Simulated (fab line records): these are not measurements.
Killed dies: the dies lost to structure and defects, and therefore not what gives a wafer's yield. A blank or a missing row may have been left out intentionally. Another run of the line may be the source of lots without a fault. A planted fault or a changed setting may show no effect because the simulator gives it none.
Matching of chambers | flow n5 finfet | rie diel-03 running N5_BEOL_M3_ETCH_74: 4 sister chambers
The step etches underlayer in N2/H2, target depth 6.5 nm, time 5.2 s. 8 wafers are shown with their chamber, then 9 later ones without.

## WAFERS, EACH WITH ITS CHAMBER
wafer  | chamber | showerhead plenum p Torr (Torr) | drypump motor current A (A)
L078.4 | 3       | 2.57                            | 5.1
L080.3 | 1       | 2.63                            | 5.2
L082.2 | 1       | 2.63                            | 5.1
L082.3 | 0       | 2.64                            | 5.3
L082.6 | 2       | 2.49                            | 4.8
L084.1 | 2       | 2.49                            | 4.8
L084.2 | 0       | 2.64                            | 5.3
L084.4 | 3       | 2.56                            | 5.1

## WAFERS WITH NO CHAMBER GIVEN
wafer  | showerhead plenum p Torr (Torr) | drypump motor current A (A)
L085.1 | 2.62                            | 5.2
L085.2 | 2.64                            | 5.4
L085.4 | 2.62                            | 5.2
L094.1 | 2.62                            | 5.2
L094.2 | 2.48                            | 4.8
L094.3 | 2.63                            | 5.3
L097.3 | 2.48                            | 4.8
L097.4 | 2.61                            | 5.1
L097.6 | 2.63                            | 5.3

## WHICH CHAMBER EACH ONE RAN IN
wafer  | from the rows above     | in truth
L085.1 | 1                       | 1
L085.2 | 0                       | 0
L085.4 | 1                       | 1
L094.1 | 1                       | 1
L094.2 | 2                       | 2
L094.3 | can't be placed: 0 or 1 | 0
L097.3 | 2                       | 2
L097.4 | 1                       | 1
L097.6 | can't be placed: 0 or 1 | 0
Placed correctly: 7 of 9. From these rows, 2 cannot be placed; in 2 the true chamber is one of the candidates. Number placed wrongly: 0.
How it was worked out, from the rows above alone: a wafer's distance from a chamber is the root of the sum, over the readings, of the square of ((its reading less the chamber's mean) divided by the reading's scatter). If the next closest chamber is less than 2 further off than the closest, the wafer can't be placed; otherwise it belongs to the closest. Each chamber's mean is taken over the wafers shown for it. The scatter: take each reading less its chamber's mean, square it, sum over the shown wafers, divide by the number of wafers less the number of chambers, and take the root.
